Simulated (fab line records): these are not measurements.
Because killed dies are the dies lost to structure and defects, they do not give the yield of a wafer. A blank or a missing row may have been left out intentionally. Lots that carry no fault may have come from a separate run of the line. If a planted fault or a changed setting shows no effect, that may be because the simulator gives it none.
Matching of chambers || flow n5_finfet || N5_BEOL_M6_STRIP_36 on rie_diel-05 has 4 sister chambers
The step strips in N2/H2. 4 wafers are shown with their chamber, then 10 later ones without.

== WAFERS PAIRED WITH THEIR CHAMBERS ==
{"wafer": "L079.6", "chamber": 0, "drypump_motor_current_A (A)": 5.9}
{"wafer": "L087.1", "chamber": 1, "drypump_motor_current_A (A)": 5.0}
{"wafer": "L089.1", "chamber": 2, "drypump_motor_current_A (A)": 5.9}
{"wafer": "L089.3", "chamber": 3, "drypump_motor_current_A (A)": 6.1}

== WAFERS WITHOUT THEIR CHAMBER ==
{"wafer": "L089.4", "drypump_motor_current_A (A)": 5.9}
{"wafer": "L088.1", "drypump_motor_current_A (A)": 5.9}
{"wafer": "L088.4", "drypump_motor_current_A (A)": 6.0}
{"wafer": "L088.5", "drypump_motor_current_A (A)": 5.9}
{"wafer": "L092.2", "drypump_motor_current_A (A)": 5.8}
{"wafer": "L092.4", "drypump_motor_current_A (A)": 5.8}
{"wafer": "L092.6", "drypump_motor_current_A (A)": 5.0}
{"wafer": "L096.1", "drypump_motor_current_A (A)": 5.9}
{"wafer": "L096.4", "drypump_motor_current_A (A)": 5.9}
{"wafer": "L096.6", "drypump_motor_current_A (A)": 6.0}

== WHICH CHAMBER EACH WENT THROUGH ==
{"wafer": "L089.4", "from the rows above": "can't be placed: 0 or 2", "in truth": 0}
{"wafer": "L088.1", "from the rows above": "can't be placed: 0 or 2", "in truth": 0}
{"wafer": "L088.4", "from the rows above": "can't be placed: 0 or 2 or 3", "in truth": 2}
{"wafer": "L088.5", "from the rows above": "can't be placed: 0 or 2", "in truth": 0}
{"wafer": "L092.2", "from the rows above": "can't be placed: 0 or 2", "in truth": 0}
{"wafer": "L092.4", "from the rows above": "can't be placed: 0 or 2", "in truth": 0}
{"wafer": "L092.6", "from the rows above": 1, "in truth": 1}
{"wafer": "L096.1", "from the rows above": "can't be placed: 0 or 2", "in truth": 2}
{"wafer": "L096.4", "from the rows above": "can't be placed: 0 or 2", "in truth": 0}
{"wafer": "L096.6", "from the rows above": "can't be placed: 0 or 2 or 3", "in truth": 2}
Placed correctly: 1 of 10. From these rows, 9 cannot be placed; in 9 the true chamber is one of the candidates. Number placed wrongly: 0.
How it was worked out, from the rows above alone: a wafer's distance from a chamber is the root of the sum, over the readings, of the square of ((its reading less the chamber's mean) divided by the reading's scatter). The wafer belongs to the nearest chamber; if the next one is less than 2 further off, it can't be placed. Each chamber's mean is taken over the wafers shown for it. The scatter: with one shown wafer a chamber, the root of the mean of the squares of how far each hidden wafer lies from its nearest shown one.
